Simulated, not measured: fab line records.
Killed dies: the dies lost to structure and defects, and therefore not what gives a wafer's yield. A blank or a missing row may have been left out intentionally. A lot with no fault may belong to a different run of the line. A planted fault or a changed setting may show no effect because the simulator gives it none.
Chamber matching || flow nandHarc || NHARC_A_CHANNEL_FILL_D1_CMP_10 on cmp-01 has 4 sister chambers
The step polishes, target thk 150 nm. 8 wafers are shown with their chamber, then 8 later ones without.

WAFERS PAIRED WITH THEIR CHAMBERS
{"wafer": "L082.2", "chamber": 0, "motorCurrentA (A)": 11.0, "timeToEndpointS (s)": 20.2}
{"wafer": "L082.6", "chamber": 1, "motorCurrentA (A)": 12.0, "timeToEndpointS (s)": 17.7}
{"wafer": "L085.3", "chamber": 1, "motorCurrentA (A)": 12.3, "timeToEndpointS (s)": 17.1}
{"wafer": "L085.4", "chamber": 2, "motorCurrentA (A)": 11.6, "timeToEndpointS (s)": 13.6}
{"wafer": "L086.1", "chamber": 2, "motorCurrentA (A)": 11.8, "timeToEndpointS (s)": 13.5}
{"wafer": "L086.3", "chamber": 0, "motorCurrentA (A)": 10.2, "timeToEndpointS (s)": 16.7}
{"wafer": "L086.4", "chamber": 3, "motorCurrentA (A)": 14.0, "timeToEndpointS (s)": 15.6}
{"wafer": "L089.1", "chamber": 3, "motorCurrentA (A)": 14.8, "timeToEndpointS (s)": 14.4}

WAFERS WHOSE CHAMBER IS MISSING
{"wafer": "L089.2", "motorCurrentA (A)": 10.8, "timeToEndpointS (s)": 14.7}
{"wafer": "L089.6", "motorCurrentA (A)": 11.9, "timeToEndpointS (s)": 15.7}
{"wafer": "L091.2", "motorCurrentA (A)": 12.4, "timeToEndpointS (s)": 11.3}
{"wafer": "L091.3", "motorCurrentA (A)": 11.1, "timeToEndpointS (s)": 13.9}
{"wafer": "L091.6", "motorCurrentA (A)": 10.8, "timeToEndpointS (s)": 12.8}
{"wafer": "L096.3", "motorCurrentA (A)": 11.9, "timeToEndpointS (s)": 12.2}
{"wafer": "L096.5", "motorCurrentA (A)": 14.0, "timeToEndpointS (s)": 15.9}
{"wafer": "L096.6", "motorCurrentA (A)": 11.3, "timeToEndpointS (s)": 13.2}

WHICH CHAMBER EACH ONE RAN IN
{"wafer": "L089.2", "from the rows above": "can't be placed: 2 or 0 or 1", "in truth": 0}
{"wafer": "L089.6", "from the rows above": "can't be placed: 1 or 2", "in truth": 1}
{"wafer": "L091.2", "from the rows above": 2, "in truth": 2}
{"wafer": "L091.3", "from the rows above": 2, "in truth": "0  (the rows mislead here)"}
{"wafer": "L091.6", "from the rows above": 2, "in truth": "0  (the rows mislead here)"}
{"wafer": "L096.3", "from the rows above": 2, "in truth": 2}
{"wafer": "L096.5", "from the rows above": 3, "in truth": 3}
{"wafer": "L096.6", "from the rows above": 2, "in truth": 2}
Placed correctly: 4 of 8. Can't be placed from these rows: 2 (the true chamber is among the candidates in 2). Placed wrongly: 2.
How it was worked out, from the rows above alone: a wafer's distance from a chamber is the root of the sum, over the readings, of the square of ((its reading less the chamber's mean) divided by the reading's scatter). If the next closest chamber is less than 2 further off than the closest, the wafer can't be placed; otherwise it belongs to the closest. Each chamber's mean is taken over the wafers shown for it. The scatter: the root of (the sum of the squares of (reading less its chamber's mean) over the shown wafers, divided by (wafers less chambers)).
